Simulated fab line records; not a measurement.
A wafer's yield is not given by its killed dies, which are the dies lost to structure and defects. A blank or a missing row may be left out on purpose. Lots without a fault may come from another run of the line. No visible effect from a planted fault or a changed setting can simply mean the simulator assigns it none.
fab line records	flow nand-harc
record: lots: 7	wafers: 21	last-day: 24
route steps=1159 shown P_GATE@120 END@1159
lots with no fault: from the same line, run without faults
start-h: hours from the record's first day to the start of the lot's first wafer shown	wait-h: hours from the lot's prior step to this one	" the same as in the row above	L1.1+2: one row covering several wafers at once	- no value, or no start was given	* or withheld: withheld	< > ~ a bound
route shown NAME@n: names a module that has steps shown in the file, with the first one's number in the route	usual: the fault-free wafers' mean and standard deviation	same: alike in all rows	chamber/n: place in a boat	sites: each site's reading	_std_site: the values' standard deviation	_edge_site: outer sites' mean less inner sites'	radius-mm: for every site, how far away it sits from the centre of the wafer	mask NAME#n: copy n	behind: the most recent tool/chamber to have shaped the wafer	hold: reason for holding the lot/hours on hold/outcome of the hold	device: the transistor (n, p or np) that didn't switch	end of line: tests of these same wafers at the route's end	a step given without rows: its recipe and nothing more	killed: the dies lost at the first sort to structure and to defects; this is not the yield of the wafer	map: dies across one wafer; x = killed, . = not, _ = none there
set.NAME: setting as actually run; set.NAME@STEP: the setting as run at that earlier step	model.NAME: the simulator's own value behind a step, which no gauge read
certain route steps with their lots: each step a table, each wafer a row
services: when a tool's chamber went out of use (start-h, in hours from the record's first day, below 0 if earlier), for how many hours, and the reason
== steps ==
step: NHARC_P_GATE_PEB_09
recipe: peb-temp-c: 118	peb-time-s: 85
step: NHARC_P_GATE_DEVELOP_10
recipe: time-s: 70
step: NHARC_P_GATE_CD_MEAS_11
recipe: target-cd-nm: 1640	landing-energy-ev: 500
usual: cd-nm: 1639.3/1.7
lot.wafer	tool	chamber	start-h	wait-h	cd-nm
L744.2	cd-sem-02	0	75.56	-	1640.0
L744.3	"	0	"	"	1638.3
L744.6	"	0	"	"	1635.5
L746.1	cd-sem-02	0	90.76	-	1635.9
L746.3	"	0	"	"	1638.1
L746.5	"	0	"	"	1640.9
L749.1	cd-sem-01	0	102.56	-	1640.3
L749.4	"	0	"	"	1640.8
L749.5	"	0	"	"	1639.9
L752.1	cd-sem-03	0	124.21	-	1637.4
L752.4	"	0	"	"	1638.8
L752.6	"	0	"	"	1638.8
L758.2	cd-sem-03	0	154.70	-	1640.8
L758.4	"	0	"	"	1641.6
L758.5	"	0	"	"	1639.1
L764.2	cd-sem-02	0	194.90	-	1642.8
L764.4	"	0	"	"	1644.0
L764.6	"	0	"	"	1638.8
L763.1	cd-sem-01	0	195.05	-	1642.4
L763.3	"	0	"	"	1641.5
L763.6	"	0	"	"	1644.4
step: NHARC_P_GATE_HARDBAKE_12
recipe: temp-c: 125	time-s: 80
step: NHARC_P_GATE_DESCUM_13
recipe: time-s: 3	o2-flow-sccm: 200	ar-flow-sccm: 0	bias-power-w: 0	chemistry: O2
usual: drypump-motor-current-A: 5.7/0.4	mfc-ar-sccm: 0.012/0.013	oes-product-au: 1.000/0.011	rf-vpp-V: 58.2/0.84	showerhead-plenum-p-Torr: 1.99/0.068	throttle-valve-pct: 11.311/0.0097
lot.wafer	tool	chamber	start-h	wait-h	drypump-motor-current-A	mfc-ar-sccm	oes-product-au	rf-hours-counter-h	rf-vpp-V	showerhead-plenum-p-Torr	throttle-valve-pct
L744.3	rie-diel-09	0	75.73	-	5.5	0	1.006	25	58.7	1.88	11.306
L744.2	"	2	"	"	5.9	0.009	1.002	30	59.0	2.06	11.308
L744.6	"	3	"	"	5.1	0.020	0.981	-	58.0	2.00	11.322
L746.1	rie-diel-07	3	90.94	-	5.5	0	0.982	10	57.6	2.03	11.321
L746.3	"	0	"	"	6.3	0.030	0.991	13	57.0	2.03	11.316
L746.5	"	3	"	"	5.4	0	0.999	-	56.9	2.03	11.304
L749.4	rie-diel-09	3	102.72	-	5.1	0.020	0.989	2	59.0	2.00	11.327
L749.1	"	1	"	"	6.2	0.015	1.023	2	58.4	2.03	11.292
L749.5	"	3	"	"	5.1	0.020	0.988	-	57.5	2.00	11.315
L752.1	rie-diel-09	1	124.38	-	6.2	0.015	1.007	5	59.7	2.03	11.328
L752.4	"	2	"	"	5.9	0.009	0.996	5	59.0	2.06	11.312
L752.6	"	1	"	"	6.2	0.015	1.005	-	58.5	2.03	11.317
L758.2	rie-diel-09	1	154.92	-	6.2	0.015	1.018	11	57.8	2.03	11.309
L758.4	"	2	"	"	5.8	0.009	0.992	9	57.8	2.05	11.304
L758.5	"	0	"	"	5.5	0	0.992	-	57.4	1.88	11.300
L764.4	rie-diel-07	2	195.06	-	6.0	0	1.006	54	57.6	2.06	11.324
L764.2	"	3	"	"	5.4	0	0.998	53	57.9	2.01	11.308
L764.6	"	3	"	"	5.4	0	0.998	-	58.6	2.01	11.306
L763.3	rie-diel-07	3	195.24	-	5.5	0	0.986	53	58.0	2.01	11.311
L763.1	"	1	"	"	5.5	0.042	1.005	56	58.0	1.90	11.311
L763.6	"	3	"	"	5.5	0	0.985	-	58.5	2.01	11.298
step: NHARC_P_GATE_ETCH_14
recipe: target-depth-a: 488	chemistry: dHF	material: SiO2
step: NHARC_P_GATE_STRIP_15
recipe: time-s: 780	temp-c: 130	chemistry: SPM
step: NHARC_P_GATE_PRECLEAN_71
recipe: time-s: *	temp-c: 50	bath-age-min: 0	chemistry: SC1
step: NHARC_P_GATE_SRD_72
step: NHARC_P_GATE_OXIDE_16
recipe: target-thk-a: 30	temp-c: 875	ox-time-s: 392	material: SiO2
step: NHARC_P_GATE_CVD_17
recipe: target-thk-a: 1500	temp-c: 620	time-s: 900	material: poly-Si
step: NHARC_P_GATE_HM_DEP_102
recipe: target-thk-a: 1200	temp-c: 400	material: aC
usual: throttle-valve-pct: 34.999/0.0097
lot.wafer	tool	chamber	start-h	wait-h	throttle-valve-pct
L744.2	acl-dep-02	0	87.87	0.5	35.014
L744.3	"	0	"	"	34.995
L744.6	"	0	"	"	34.985
L746.1	acl-dep-02	0	104.51	2.2	35.011
L746.3	"	0	"	"	34.985
L746.5	"	0	"	"	35.001
L749.1	acl-dep-03	0	116.42	2.1	34.998
L749.4	"	0	"	"	35.001
L749.5	"	0	"	"	35.004
L752.1	acl-dep-02	0	140.84	0.9	35.002
L752.4	"	0	"	"	35.007
L752.6	"	0	"	"	35.008
L758.2	acl-dep-03	0	167.68	1.1	34.995
L758.4	"	0	"	"	34.998
L758.5	"	0	"	"	35.002
L763.1	acl-dep-03	0	209.29	1.4	35.002
L763.3	"	0	"	"	35.017
L763.6	"	0	"	"	35.007
L764.2	acl-dep-03	0	210.04	2.1	34.993
L764.4	"	0	"	"	34.996
L764.6	"	0	"	"	34.984
step: NHARC_P_GATE_DEP_103
recipe: target-thk-a: 300	target-thk-nm: 30	temp-c: 400	flow-sccm: 200	rf-w: 350	material: SiON
usual: heater-power-outer-w: 463/46	heater-power-w: 756/59
lot.wafer	tool	chamber	start-h	wait-h	heater-power-outer-w	heater-power-w	since-wet-clean-h
L744.3	pecvd-02	2	88.46	0.4	510	837	103
L744.2	"	1	"	"	500	748	103
L744.6	"	0	"	"	469	716	-
L746.1	pecvd-01	0	105.20	0.6	430	716	36
L746.3	"	2	"	"	419	771	36
L746.5	"	2	"	"	425	741	-
L749.1	pecvd-01	2	117.13	0.6	479	850	48
L749.5	"	1	"	"	465	796	-
L749.4	"	2	"	"	489	853	-
L752.1	pecvd-01	1	141.55	0.6	457	760	72
L752.6	"	2	"	"	459	802	-
L752.4	"	0	"	"	426	722	-
L752.1	pecvd-01	1	141.91	0.3	457	757	-
L752.6	"	2	"	"	455	793	-
L752.4	"	0	"	"	425	695	-
L758.2	pecvd-04	1	168.26	0.5	496	821	141
L758.4	"	0	"	"	435	754	-
L758.5	"	2	"	"	484	720	-
L758.2	pecvd-04	1	168.62	0.3	489	798	-
L758.4	"	0	"	"	441	749	-
L758.5	"	2	"	"	479	713	-
L763.1	pecvd-01	2	209.98	0.6	446	775	141
L763.3	"	0	"	"	411	694	141
L763.6	"	2	"	"	445	776	-
L763.1	pecvd-01	2	210.43	0.4	441	784	-
L763.3	"	0	"	"	408	675	-
L763.6	"	2	"	"	440	773	-
L764.2	pecvd-01	0	210.59	0.4	431	715	141
L764.6	"	0	"	"	430	734	-
L764.4	"	1	"	"	431	740	-
step: NHARC_P_GATE_DEHYDRATE_18
recipe: temp-c: 150	time-s: 120
step: NHARC_END_SORT_01
recipe: temp-c: 25
usual: killed-at-array: 26/9	killed-at-other: 0.8/1.2	killed-at-periphery: 3.2/2.3	killed-dies: 30/9.1	killed-open: 3.5/2	killed-short: 1.8/1.4
same: gross-dies: 677
lot.wafer	tool	chamber	start-h	wait-h	killed-at-array	killed-at-other	killed-at-periphery	killed-dies	killed-open	killed-short
L749.1	prober-01	0	470.57	2.5	23	3	2	28	3	1
L749.4	prober-01	0	472.97	3.4	23	1	1	25	4	1
L749.5	prober-01	0	473.77	3.7	25	1	1	27	2	2
L758.2	prober-01	0	522.76	2.9	29	0	4	33	7	0
L758.4	prober-01	0	524.34	3.4	42	0	2	44	2	1
L758.5	prober-01	0	525.13	3.7	29	1	2	32	5	1
L763.1	prober-02	0	542.80	2.5	37	0	2	39	2	1
L763.3	prober-02	0	544.38	3.1	52	0	1	53	2	0
L763.6	prober-02	0	546.75	3.9	43	1	2	46	4	2
L764.2	prober-01	0	565.05	2.8	20	0	1	21	2	2
L764.4	prober-01	0	566.67	3.4	7	1	4	12	1	1
L764.6	prober-01	0	568.29	4.0	17	0	3	20	6	3
killed by level:class
L749.1 A_CHANNEL_HOLE_D1:chamber-film-flake=15 THIN_TSV:chamber-film-flake=3 A_CHANNEL_FILL_D1:chamber-film-flake=2 A_WL_FILL:chamber-film-flake=2 P_M0:geometric-particle:open=1 A_SGD_CUT:geometric-particle:short=1 A_CONTACT:geometric-particle:open=1 A_M0:geometric-particle:open=1
L749.4 A_CHANNEL_HOLE_D1:chamber-film-flake=12 A_ONON_D1:geometric-particle:open=2 A_CONTACT:geometric-particle:open=2 A_SLIT:chamber-film-flake=2 A_WL_FILL:chamber-film-flake=2 A_WL_FILL:geometric-particle:short=1 P_CONTACT:chamber-film-flake=1 A_STAIRCASE:chamber-film-flake=1
L749.5 A_CHANNEL_HOLE_D1:chamber-film-flake=14 A_STAIRCASE:chamber-film-flake=2 A_SLIT:chamber-film-flake=2 A_CONTACT:chamber-film-flake=2 P_CONTACT:geometric-particle:open=1 A_SOURCE_PLATE:geometric-particle:short=1 A_CONTACT:geometric-particle:open=1 A_BLC:geometric-particle:short=1
L758.2 A_CHANNEL_HOLE_D1:chamber-film-flake=11 A_CONTACT:chamber-film-flake=5 A_SGD_CUT:chamber-film-flake=4 P_GATE:chamber-film-flake=2 A_STAIRCASE:chamber-film-flake=2 P_M0:geometric-particle:open=1 A_ONON_D1:geometric-particle:open=1 A_CHANNEL_FILL_D1:geometric-particle:open=1
L758.4 A_CHANNEL_HOLE_D1:chamber-film-flake=22 A_SGD_CUT:chamber-film-flake=6 A_CONTACT:chamber-film-flake=5 A_STAIRCASE:chamber-film-flake=3 A_BLC:geometric-particle:open=1 A_M0:geometric-particle:short=1 A_M0:geometric-particle:open=1 P_CONTACT:chamber-film-flake=1
L758.5 A_CHANNEL_HOLE_D1:chamber-film-flake=16 A_STAIRCASE:chamber-film-flake=5 A_SGD_CUT:chamber-film-flake=2 A_CONTACT:chamber-film-flake=2 P_CONTACT:geometric-particle:open=1 P_M0:geometric-particle:open=1 A_SGD_CUT:geometric-particle:open=1 A_SLIT:geometric-particle:short=1
L763.1 A_CHANNEL_HOLE_D1:chamber-film-flake=23 A_SLIT:chamber-film-flake=10 A_CONTACT:chamber-film-flake=2 P_M0:geometric-particle:short=1 A_SGD_CUT:geometric-particle:open=1 A_CONTACT:geometric-particle:open=1 P_ZERO_WELL:chamber-film-flake=1
L763.3 A_CHANNEL_HOLE_D1:chamber-film-flake=28 A_SLIT:chamber-film-flake=13 A_STAIRCASE:chamber-film-flake=4 A_CONTACT:chamber-film-flake=3 A_CHANNEL_FILL_D1:chamber-film-flake=2 A_WL_FILL:geometric-particle:open=1 A_BLC:geometric-particle:open=1 P_STI:chamber-film-flake=1
L763.6 A_CHANNEL_HOLE_D1:chamber-film-flake=20 A_SLIT:chamber-film-flake=15 A_CONTACT:chamber-film-flake=3 A_CONTACT:geometric-particle:open=2 P_CONTACT:geometric-particle:short=1 P_M1:geometric-particle:open=1 A_SGD_CUT:geometric-particle:short=1 A_M1:geometric-particle:open=1
L764.2 A_CONTACT:chamber-film-flake=8 A_CHANNEL_HOLE_D1:chamber-film-flake=5 A_BONDPAD:chamber-film-flake=2 P_M0:geometric-particle:short=1 A_SOURCE_PLATE:geometric-particle:open=1 A_M0:geometric-particle:short=1 A_M1:geometric-particle:open=1 A_STAIRCASE:chamber-film-flake=1
L764.4 A_CONTACT:chamber-film-flake=4 P_GATE:chamber-film-flake=2 P_M0:geometric-particle:short=1 A_CONTACT:geometric-particle:open=1 P_ZERO_WELL:chamber-film-flake=1 A_CHANNEL_HOLE_D1:chamber-film-flake=1 A_WL_FILL:chamber-film-flake=1 THIN_TSV:chamber-film-flake=1
L764.6 A_CHANNEL_HOLE_D1:chamber-film-flake=7 A_WL_FILL:geometric-particle:short=2 A_CONTACT:geometric-particle:open=2 A_M0:geometric-particle:open=2 P_CONTACT:geometric-particle:open=1 P_M0:geometric-particle:open=1 A_CHANNEL_FILL_D1:geometric-particle:short=1 P_GATE:chamber-film-flake=1
== services ==
tool	chamber	start-h	hours	kind
pecvd-01	-	56.35	13.0	pm
pecvd-01	0	56.35	13.0	vent-cycle
pecvd-01	1	56.35	13.0	vent-cycle
pecvd-01	2	56.35	13.0	vent-cycle
rie-diel-09	0	56.38	-	clean
rie-diel-09	1	56.38	-	clean
rie-diel-07	3	67.75	6.8	repair
pecvd-01	0	69.35	-	clean
pecvd-01	1	69.35	-	clean
pecvd-01	2	69.35	-	clean
rie-diel-09	-	77.10	9.0	pm
rie-diel-09	0	91.79	5.9	repair
pecvd-01	-	116.58	0.5	repair
rie-diel-09	2	127.21	3.8	repair
pecvd-02	-	153.27	13.0	pm
rie-diel-07	2	162.71	6.0	repair
pecvd-01	2	162.74	15.2	repair
acl-dep-02	-	167.57	13.0	pm
pecvd-04	-	179.92	1.1	repair
pecvd-02	-	190.50	2.5	repair
rie-diel-09	-	194.31	1.1	repair
pecvd-04	-	195.32	13.0	pm
rie-diel-09	-	196.40	1.0	repair
rie-diel-07	1	209.74	2.7	repair
== key ==
first-sign: step: NHARC_P_GATE_DEP_103	reading: visit	direction: added
effect none on later readings
met-at NHARC_P_GATE_DEP_103
struck-wafers L752.1,L752.4,L752.6,L758.2,L758.4,L758.5,L763.1,L763.3,L763.6
tester-left-out L752,L758,L763
fault: kind: repeated-step-whole	tool: pecvd-01,pecvd-02,pecvd-04	chamber: -	onset-h: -	steps: NHARC_P_GATE_DEP_103	times: 1	scope: struck-lots-only
tester-left-out: of these lots the tester's yield and bins aren't shown, on N5 and GAA mostly nor the transistor test; their killed dies are dies lost to structure and defects alone, not to doping, threshold or leakage, so they don't give the yield
